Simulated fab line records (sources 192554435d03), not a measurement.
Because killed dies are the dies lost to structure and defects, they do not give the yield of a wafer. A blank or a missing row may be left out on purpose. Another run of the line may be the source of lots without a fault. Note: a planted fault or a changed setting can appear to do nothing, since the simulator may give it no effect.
Matching of chambers	flow n5Finfet	N5_BEOL_M3_ILD_DEP_00 on pecvd-04: 3 sister chambers
The step deposits SiOC from DEMS/O2, target thk 79 nm, time 15.3 s. 18 wafers are shown with their chamber, then 9 later ones without.

## WAFERS WITH THEIR CHAMBER
wafer	chamber	throttleValvePct (%)	heaterPowerW (W)	showerheadPlenumPTorr (Torr)
L074.1	1	13.0	393	5.690
L074.3	2	11.1	455	5.690
L074.5	1	12.9	384	5.684
L078.1	1	12.9	414	5.688
L078.5	2	11.4	501	5.704
L078.6	0	12.6	447	5.687
L082.1	1	12.9	425	5.678
L082.3	0	12.0	453	5.691
L082.6	2	11.5	448	5.682
L081.1	2	11.5	514	5.692
L081.3	0	12.4	462	5.676
L081.6	1	12.7	454	5.690
L085.1	1	13.0	469	5.687
L085.4	2	11.6	510	5.687
L085.6	0	12.6	500	5.690
L089.1	0	12.6	537	5.693
L089.3	2	11.1	483	5.692
L089.6	2	11.3	475	5.700

SIGNATURES (means of the wafers above)
reading	chamber 0	chamber 1	chamber 2	scatter within a chamber
throttleValvePct	12.440	12.900	11.357	0.195
heaterPowerW	479.80	423.17	483.71	32.1
showerheadPlenumPTorr	5.68740	5.68617	5.69243	0.00644
Rule: for a wafer and a chamber, the distance is found by dividing, reading by reading, the gap between the wafer's reading and the chamber's mean by the reading's scatter, squaring, summing and taking the root. The wafer belongs to the nearest chamber; if the next one is less than 2 further off, it can't be placed. The scatter is the square root of a quotient: the sum, over the shown wafers, of each reading's squared deviation from its chamber's mean, divided by wafers minus chambers.

## WAFERS WHOSE CHAMBER IS MISSING
wafer	throttleValvePct (%)	heaterPowerW (W)	showerheadPlenumPTorr (Torr)
L091.4	12.6	428	5.695
L091.5	13.0	463	5.693
L091.6	11.8	468	5.691
L096.1	11.3	476	5.712
L096.5	13.0	463	5.688
L096.6	12.7	476	5.690
L097.1	11.5	419	5.691
L097.2	13.1	392	5.692
L097.6	12.4	515	5.696

## EACH ONE'S CHAMBER
wafer	from the rows above	in truth
L091.4	can't be placed: 1 or 0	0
L091.5	can't be placed: 1 or 0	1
L091.6	can't be placed: 2 or 0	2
L096.1	2	2
L096.5	can't be placed: 1 or 0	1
L096.6	can't be placed: 0 or 1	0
L097.1	2	2
L097.2	1	1
L097.6	0	0
Correct placement for 4 of the 9. Can't be placed from these rows: 5 (the true chamber is among the candidates in 5). 0 placed wrongly.
